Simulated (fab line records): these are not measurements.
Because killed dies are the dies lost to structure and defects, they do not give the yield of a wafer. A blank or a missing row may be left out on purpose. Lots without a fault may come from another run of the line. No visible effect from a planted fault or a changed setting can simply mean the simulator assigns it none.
Matching of chambers	flow n5Finfet	N5_BEOL_M10_STRIP_67 on rieDiel-04 has 4 sister chambers
The step strips in CF4. 4 wafers are shown with their chamber, then 8 later ones without.

## WAFERS, EACH WITH ITS CHAMBER
wafer	chamber	showerheadPlenumPTorr (Torr)
L084.1	2	1.90
L084.6	1	1.88
L086.5	3	1.83
L087.1	0	1.76

## WAFERS WITHOUT THEIR CHAMBER
wafer	showerheadPlenumPTorr (Torr)
L087.3	1.89
L087.5	1.76
L089.1	1.83
L089.3	1.89
L089.6	1.83
L094.4	1.88
L094.5	1.89
L094.6	1.82

## CHAMBER TAKEN BY EACH
wafer	from the rows above	in truth
L087.3	can't be placed: 1 or 2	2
L087.5	0	0
L089.1	3	3
L089.3	can't be placed: 1 or 2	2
L089.6	3	3
L094.4	1	1
L094.5	can't be placed: 1 or 2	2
L094.6	3	3
5 of 8 placed correctly. From these rows, 3 cannot be placed; in 3 the true chamber is one of the candidates. Wrongly placed: 0.
How it was worked out, from the rows above alone: a wafer's distance from a chamber is the root of the sum, over the readings, of the square of ((its reading less the chamber's mean) divided by the reading's scatter). The wafer belongs to the nearest chamber; if the next one is less than 2 further off, it can't be placed. The mean given for a chamber averages the wafers shown for that chamber. The scatter (one wafer shown for each chamber): square how far every hidden wafer sits from the nearest shown wafer, average those squares and take the square root.
